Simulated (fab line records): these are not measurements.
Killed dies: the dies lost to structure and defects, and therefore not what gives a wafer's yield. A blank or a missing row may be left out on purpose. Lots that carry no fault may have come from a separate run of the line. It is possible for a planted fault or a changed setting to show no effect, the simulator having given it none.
What tool caused it?	flow n5_finfet	24 lots with 72 wafers sampled at 6 steps, on a route of 1938 steps

WHAT EACH GAUGE READ, for each wafer
N5_BEOL_M8_CD_MEAS_11 targets a cd of 38.5 nm. Usual: 38.5 nm for cd_nm, sd 0.44.
lot	measured	on	cd_nm (nm)	flag
L074	day 9 23:09	cd_sem-03	38.1 38.1 38.3	
L075	day 10 10:23	cd_sem-03	38.9 38.2 38.5	
L077	day 10 16:09	cd_sem-03	39.0 38.1 38.4	
L076	day 10 23:44	cd_sem-03	39.2 38.8 38.9	
L078	day 11 00:34	cd_sem-02	38.5 37.9 38.2	
L079	day 11 07:11	cd_sem-02	38.8 38.7 38.2	
L080	day 11 03:02	cd_sem-03	38.6 37.9 38.6	
L081	day 11 20:10	cd_sem-01	38.3 38.1 38.0	
L083	day 12 04:11	cd_sem-02	38.5 38.7 38.4	
L082	day 12 07:07	cd_sem-01	38.9 38.7 38.3	
L084	day 12 23:04	cd_sem-02	37.5 38.2 37.6	
L086	day 13 06:26	cd_sem-03	38.8 38.7 39.4	
L085	day 13 05:58	cd_sem-03	38.6 38.4 38.5	
L087	day 13 07:15	cd_sem-01	38.8 38.9 38.5	
L089	day 13 10:07	cd_sem-03	37.8 38.3 37.7	
L088	day 13 19:23	cd_sem-01	38.8 39.0 38.5	
L090	day 14 04:34	cd_sem-03	38.6 38.6 38.9	
L092	day 14 10:46	cd_sem-01	38.1 39.0 39.1	
L091	day 14 10:36	cd_sem-03	38.7 38.7 38.9	
L094	day 15 00:20	cd_sem-01	38.4 38.6 38.2	
L095	day 15 08:01	cd_sem-03	39.4 39.0 38.5	
L093	day 15 08:14	cd_sem-03	38.7 38.1 38.4	
L096	day 15 11:59	cd_sem-02	38.2 38.5 38.7	
L097	day 15 16:11	cd_sem-02	39.3 38.7 38.7	

N5_BEOL_M8_CD_MEAS_18: pitch 80 nm, target cd 40 nm. Usual: 40.0 nm for cd_nm, sd 0.5.
lot	measured	on	cd_nm (nm)	flag
L074	day 9 23:42	cd_sem-01	39.7 39.9 40.0	
L075	day 10 10:59	cd_sem-02	40.6 40.0 39.8	
L077	day 10 16:45	cd_sem-03	40.4 40.0 39.7	
L076	day 11 00:22	cd_sem-02	39.9 39.9 40.3	
L078	day 11 01:20	cd_sem-02	39.5 38.7 39.1	
L079	day 11 08:16	cd_sem-01	40.1 39.8 40.0	
L080	day 11 04:29	cd_sem-02	40.0 39.9 39.6	
L081	day 11 20:56	cd_sem-02	40.2 39.6 39.9	
L083	day 12 04:44	cd_sem-01	39.3 40.0 39.9	
L082	day 12 07:56	cd_sem-01	39.7 40.1 40.4	
L084	day 12 23:58	cd_sem-02	39.1 39.5 38.9	
L086	day 13 06:59	cd_sem-02	40.6 40.7 41.0	
L085	day 13 06:31	cd_sem-02	39.9 39.9 39.6	
L087	day 13 07:47	cd_sem-02	40.5 40.7 40.1	
L089	day 13 10:40	cd_sem-03	39.7 39.8 40.0	
L088	day 13 20:05	cd_sem-03	40.3 40.5 40.0	
L090	day 14 05:35	cd_sem-03	40.1 40.1 39.8	
L092	day 14 11:24	cd_sem-02	39.5 40.7 40.3	
L091	day 14 11:11	cd_sem-03	40.0 40.3 41.1	
L094	day 15 01:14	cd_sem-02	39.8 39.9 39.6	
L095	day 15 08:37	cd_sem-03	41.1 41.0 40.2	
L093	day 15 08:50	cd_sem-03	40.5 39.6 39.8	
L096	day 15 12:34	cd_sem-03	40.0 40.2 40.1	
L097	day 15 16:44	cd_sem-01	40.5 40.3 40.7	

N5_BEOL_M9_OVL_MEAS_12. Usual: for M9_OVL the level is -0.3 nm and the standard deviation is 0.76.
lot	measured	on	M9_OVL (nm)	flag
L074	day 10 08:17	overlay-02	-1.2 -1.4 -0.7	
L075	day 10 20:05	overlay-01	-1.8 -1.4 -1.4	
L077	day 10 23:57	overlay-01	0.0 0.5 0.4	
L076	day 11 07:16	overlay-02	-0.3 -0.7 0.1	
L078	day 11 10:22	overlay-01	0.2 0.5 -1.0	
L079	day 11 17:16	overlay-02	-1.0 0.0 -0.7	
L080	day 11 13:53	overlay-02	1.0 1.2 1.0	
L081	day 12 02:41	overlay-01	0.5 0.1 0.4	
L083	day 12 14:01	overlay-02	-0.5 0.2 -0.6	
L082	day 12 16:31	overlay-01	-0.4 0.0 -0.3	
L084	day 13 06:26	overlay-02	-0.3 -0.5 0.2	
L086	day 13 15:20	overlay-01	0.0 -0.7 -0.4	
L085	day 13 15:10	overlay-01	0.2 0.9 0.2	
L087	day 13 19:12	overlay-01	-0.1 -0.3 0.3	
L089	day 13 19:38	overlay-01	0.2 0.2 0.9	
L088	day 14 04:31	overlay-02	-1.0 -0.6 -0.4	
L090	day 14 15:19	overlay-01	-1.2 -1.5 -1.3	
L092	day 14 19:15	overlay-01	-1.3 -0.7 -1.0	
L091	day 14 19:50	overlay-01	0.8 -0.3 0.1	
L094	day 15 07:50	overlay-01	-0.3 -0.5 -0.3	
L095	day 15 16:22	overlay-02	-1.5 -1.3 -2.3	
L093	day 15 18:29	overlay-01	-0.6 -0.7 -0.2	
L096	day 15 21:34	overlay-01	-0.7 -0.3 -0.2	
L097	day 15 22:31	overlay-02	-1.1 -1.0 -1.4	

TOOL THAT RAN EACH LOT (tool first, then ch and the chambers of the sampled wafers, then the start)
lot	N5_BEOL_M7_ETCH_61	N5_BEOL_M7_STRIP_67	N5_BEOL_M8_ILD_DEP_00
L074	rie_diel-06 ch 0,1,3, day 9 15:44	rie_diel-06 ch 0,1,3, day 9 15:56	pecvd-01 ch 0,1,2, day 9 20:40
L075	rie_diel-05 ch 0,2,3, day 10 03:20	rie_diel-05 ch 0,2,3, day 10 03:32	pecvd-03 ch 0,1, day 10 08:58
L077	rie_diel-06 ch 0,3, day 10 08:38	rie_diel-06 ch 0,3, day 10 08:50	pecvd-01 ch 0,1,2, day 10 14:43
L076	rie_diel-06 ch 0,2,3, day 10 13:51	rie_diel-06 ch 0,2,3, day 10 14:03	pecvd-01 ch 0,1,2, day 10 20:36
L078	rie_diel-06 ch 0,2, day 10 15:40	rie_diel-06 ch 0,2, day 10 15:53	pecvd-03 ch 1,2, day 10 23:30
L079	rie_diel-05 ch 0,1,3, day 10 20:24	rie_diel-05 ch 0,1,3, day 10 20:37	pecvd-03 ch 0,1, day 11 03:49
L080	rie_diel-06 ch 0,2, day 10 20:33	rie_diel-06 ch 0,2, day 10 20:45	pecvd-02 ch 1,2, day 11 01:45
L081	rie_diel-05 ch 0,2,3, day 11 10:10	rie_diel-05 ch 0,2,3, day 11 10:22	pecvd-02 ch 0,1, day 11 17:35
L083	rie_diel-06 ch 0,1, day 11 20:58	rie_diel-06 ch 0,1, day 11 21:10	pecvd-02 ch 0,1, day 12 02:18
L082	rie_diel-05 ch 1,2,3, day 11 21:11	rie_diel-05 ch 1,2,3, day 11 21:23	pecvd-03 ch 0,2, day 12 03:56
L084	rie_diel-02 ch 1,3, day 12 14:32	rie_diel-02 ch 1,3, day 12 14:44	pecvd-01 ch 1,2, day 12 20:10
L086	rie_diel-05 ch 0,1,2, day 12 19:55	rie_diel-05 ch 0,1,2, day 12 20:07	pecvd-01 ch 1,2, day 13 02:42
L085	rie_diel-06 ch 1,2,3, day 12 20:15	rie_diel-06 ch 1,2,3, day 12 20:27	pecvd-02 ch 0,2, day 13 01:53
L087	rie_diel-02 ch 0,3, day 12 23:41	rie_diel-02 ch 0,3, day 12 23:53	pecvd-02 ch 0,1, day 13 04:56
L089	rie_diel-05 ch 2,3, day 13 03:41	rie_diel-05 ch 2,3, day 13 03:53	pecvd-01 ch 0,1, day 13 08:04
L088	rie_diel-06 ch 0,3, day 13 10:05	rie_diel-06 ch 0,3, day 13 10:17	pecvd-03 ch 0,1,2, day 13 17:31
L090	rie_diel-02 ch 0,1,2, day 13 19:45	rie_diel-02 ch 0,1,2, day 13 19:58	pecvd-02 ch 0,1,2, day 14 01:46
L092	rie_diel-06 ch 0,1,2, day 14 01:04	rie_diel-06 ch 0,1,2, day 14 01:16	pecvd-01 ch 0,1,2, day 14 06:55
L091	rie_diel-05 ch 0,3, day 14 01:05	rie_diel-05 ch 0,3, day 14 01:17	pecvd-01 ch 0,1, day 14 06:28
L094	rie_diel-05 ch 0,2,3, day 14 17:43	rie_diel-05 ch 0,2,3, day 14 17:55	pecvd-03 ch 2, day 14 22:32
L095	rie_diel-06 ch 1,2,3, day 14 23:19	rie_diel-06 ch 1,2,3, day 14 23:31	pecvd-03 ch 0,1, day 15 05:37
L093	rie_diel-02 ch 1,2, day 15 00:38	rie_diel-02 ch 1,2, day 15 00:50	pecvd-03 ch 0,1, day 15 06:00
L096	rie_diel-05 ch 0,1,3, day 15 04:18	rie_diel-05 ch 0,1,3, day 15 04:30	pecvd-01 ch 0,1,2, day 15 09:29
L097	rie_diel-02 ch 0,1,2, day 15 08:14	rie_diel-02 ch 0,1,2, day 15 08:26	pecvd-03 ch 1,2, day 15 13:41
- N5_BEOL_M7_ETCH_61: etches SiARC in CF4, target depth 45.5 nm, time 75.8 s.
- N5_BEOL_M7_STRIP_67: strips in CF4.
- N5_BEOL_M8_ILD_DEP_00: deposits SiCOH lowk from DEMS/porogen, target thk 179.75 nm, time 33.4 s.

AS READ BY THE TOOLS THEMSELVES (means over the sampled wafers that have a number; for cases with no such wafer, the mark the record gives instead)
N5_BEOL_M7_ETCH_61. Usual: cf4_flow_sccm 99.98 sccm, standard deviation 0.28; drypump_motor_current_A 5.7 A, standard deviation 0.33; etch_rf_on_time_s 75.4 s, standard deviation 0.96; oes_product_au 0.68 a.u., standard deviation 0.072; rf_vpp_V 183.9 V, standard deviation 1.4; showerhead_plenum_p_Torr 2.14 Torr, standard deviation 0.089; throttle_valve_pct 15.65 %, standard deviation 0.28.
lot	tool	cf4_flow_sccm (sccm)	drypump_motor_current_A (A)	etch_rf_on_time_s (s)	oes_product_au (a.u.)	rf_vpp_V (V)	showerhead_plenum_p_Torr (Torr)	throttle_valve_pct (%)	flag
L074	rie_diel-06	99.78	5.6	75.9	0.72	184.5	2.17	15.63	
L075	rie_diel-05	100.00	5.9	76.0	0.66	183.1	2.15	15.52	
L077	rie_diel-06	99.70	5.6	76.1	0.73	184.6	2.25	15.51	
L076	rie_diel-06	100.21	5.6	75.7	0.70	185.4	2.19	15.62	
L078	rie_diel-06	100.30	5.7	76.6	0.66	184.5	2.18	15.76	
L079	rie_diel-05	99.96	5.7	74.8	0.70	183.9	2.11	15.54	
L080	rie_diel-06	100.04	5.8	76.0	0.63	183.6	2.11	15.88	
L081	rie_diel-05	99.91	5.9	75.2	0.65	183.5	2.15	15.53	
L083	rie_diel-06	99.91	5.8	75.5	0.66	184.2	2.15	15.83	
L082	rie_diel-05	100.03	5.6	75.4	0.69	183.8	2.13	15.50	
L084	rie_diel-02	99.91	6.0	75.7	0.65	184.9	2.20	15.91	
L086	rie_diel-05	99.91	5.8	74.6	0.64	183.9	2.14	15.60	
L085	rie_diel-06	100.05	5.7	75.3	0.67	183.9	2.10	15.77	
L087	rie_diel-02	99.62	5.4	74.7	0.74	185.0	2.17	15.43	
L089	rie_diel-05	99.66	5.9	75.3	0.65	184.0	2.16	15.51	
L088	rie_diel-06	100.09	5.6	76.6	0.69	185.2	2.24	15.55	
L090	rie_diel-02	99.91	5.7	74.9	0.69	184.9	2.15	15.60	
L092	rie_diel-06	99.88	5.8	74.8	0.63	183.5	2.08	15.94	
L091	rie_diel-05	100.12	5.8	74.7	0.69	183.9	2.11	15.54	
L094	rie_diel-05	99.84	5.9	75.5	0.64	183.7	2.14	15.58	
L095	rie_diel-06	99.99	5.7	75.4	0.66	183.5	2.10	15.80	
L093	rie_diel-02	100.06	5.7	76.2	0.63	182.8	2.11	15.72	
L096	rie_diel-05	99.87	5.6	75.0	0.67	183.5	2.10	15.60	
L097	rie_diel-02	99.98	5.7	74.9	0.68	184.5	2.15	15.62	

N5_BEOL_M7_STRIP_67. Usual: cf4_flow_sccm 149.9 sccm, standard deviation 0.46; drypump_motor_current_A 5.7 A, standard deviation 0.34; oes_product_au 0.79 a.u., standard deviation 0.082; rf_vpp_V 271.0 V, standard deviation 1.8; showerhead_plenum_p_Torr 1.79 Torr, standard deviation 0.074; throttle_valve_pct 13.62 %, standard deviation 0.29.
lot	tool	cf4_flow_sccm (sccm)	drypump_motor_current_A (A)	oes_product_au (a.u.)	rf_vpp_V (V)	showerhead_plenum_p_Torr (Torr)	throttle_valve_pct (%)	flag
L074	rie_diel-06	150.0	5.6	0.83	271.5	1.82	13.60	
L075	rie_diel-05	149.4	5.9	0.78	271.0	1.80	13.50	
L077	rie_diel-06	150.2	5.6	0.85	272.6	1.88	13.48	
L076	rie_diel-06	150.0	5.6	0.82	271.8	1.83	13.58	
L078	rie_diel-06	150.0	5.8	0.77	272.8	1.82	13.75	
L079	rie_diel-05	150.2	5.7	0.82	270.8	1.77	13.49	
L080	rie_diel-06	149.6	5.8	0.75	270.6	1.77	13.86	
L081	rie_diel-05	150.0	5.9	0.77	272.1	1.80	13.51	
L083	rie_diel-06	149.8	5.8	0.77	271.4	1.80	13.79	
L082	rie_diel-05	149.6	5.6	0.81	269.9	1.79	13.47	
L084	rie_diel-02	149.8	6.0	0.76	272.6	1.85	13.90	
L086	rie_diel-05	150.0	5.8	0.74	270.8	1.79	13.59	
L085	rie_diel-06	150.3	5.7	0.78	269.9	1.76	13.75	
L087	rie_diel-02	149.9	5.5	0.86	271.1	1.82	13.40	
L089	rie_diel-05	149.7	5.9	0.75	271.3	1.81	13.50	
L088	rie_diel-06	149.4	5.6	0.82	272.9	1.88	13.53	
L090	rie_diel-02	149.6	5.7	0.80	270.8	1.81	13.57	
L092	rie_diel-06	150.2	5.8	0.74	270.4	1.75	13.93	
L091	rie_diel-05	149.3	5.8	0.81	270.6	1.76	13.49	
L094	rie_diel-05	150.0	5.9	0.75	269.9	1.79	13.57	
L095	rie_diel-06	150.5	5.7	0.77	269.6	1.76	13.79	
L093	rie_diel-02	150.1	5.8	0.74	270.1	1.77	13.70	
L096	rie_diel-05	149.9	5.6	0.78	271.3	1.76	13.55	
L097	rie_diel-02	150.0	5.7	0.79	272.2	1.81	13.59	

N5_BEOL_M8_ILD_DEP_00. Usual: heater_power_w 328 W, standard deviation 57; showerhead_plenum_p_Torr 5.739 Torr, standard deviation 0.013; showerhead_vpp_V 1349 V, standard deviation 81; throttle_valve_pct 14.0 %, standard deviation 0.84.
lot	tool	heater_power_w (W)	showerhead_plenum_p_Torr (Torr)	showerhead_vpp_V (V)	throttle_valve_pct (%)	flag
L074	pecvd-01	372	5.738	1328	13.7	
L075	pecvd-03	346	5.754	1368	14.5	
L077	pecvd-01	322	5.738	1347	13.8	
L076	pecvd-01	356	5.736	1340	13.7	
L078	pecvd-03	359	5.748	1414	14.2	
L079	pecvd-03	336	5.747	1345	14.6	
L080	pecvd-02	297	5.723	1247	14.1	
L081	pecvd-02	287	5.722	1236	14.9	
L083	pecvd-02	275	5.723	1277	15.3	
L082	pecvd-03	298	5.738	1416	13.0	
L084	pecvd-01	358	5.737	1381	14.0	
L086	pecvd-01	353	5.740	1383	14.1	
L085	pecvd-02	269	5.728	1336	14.5	
L087	pecvd-02	283	5.717	1238	14.9	
L089	pecvd-01	322	5.750	1319	13.9	
L088	pecvd-03	343	5.745	1382	13.7	
L090	pecvd-02	297	5.723	1278	14.7	
L092	pecvd-01	353	5.743	1356	13.7	
L091	pecvd-01	290	5.752	1310	13.9	
L094	pecvd-03	278	5.745	1462	12.7	
L095	pecvd-03	356	5.742	1338	14.2	
L093	pecvd-03	375	5.750	1346	14.1	
L096	pecvd-01	345	5.734	1365	13.7	
L097	pecvd-03	322	5.754	1449	13.5	

THE ANSWER, worked out from the rows above alone
Rule: a lot is off if the mean of its wafers that have a number lies more than 3 standard deviations from the usual mean. A lot without any number at a reading at which 4 lots or more have one is off too. The other lots that the step has rows for count as sound. First the gauges in route order, then the tools' own readings, where a lot's mean is used as printed above. At the first step where some lot is off, the reading lying furthest off is the one used; lots without a number count as furthest.
None of the lots is off at any reading shown; this tells nothing.

WHAT THE SIMULATOR HAD PUT IN
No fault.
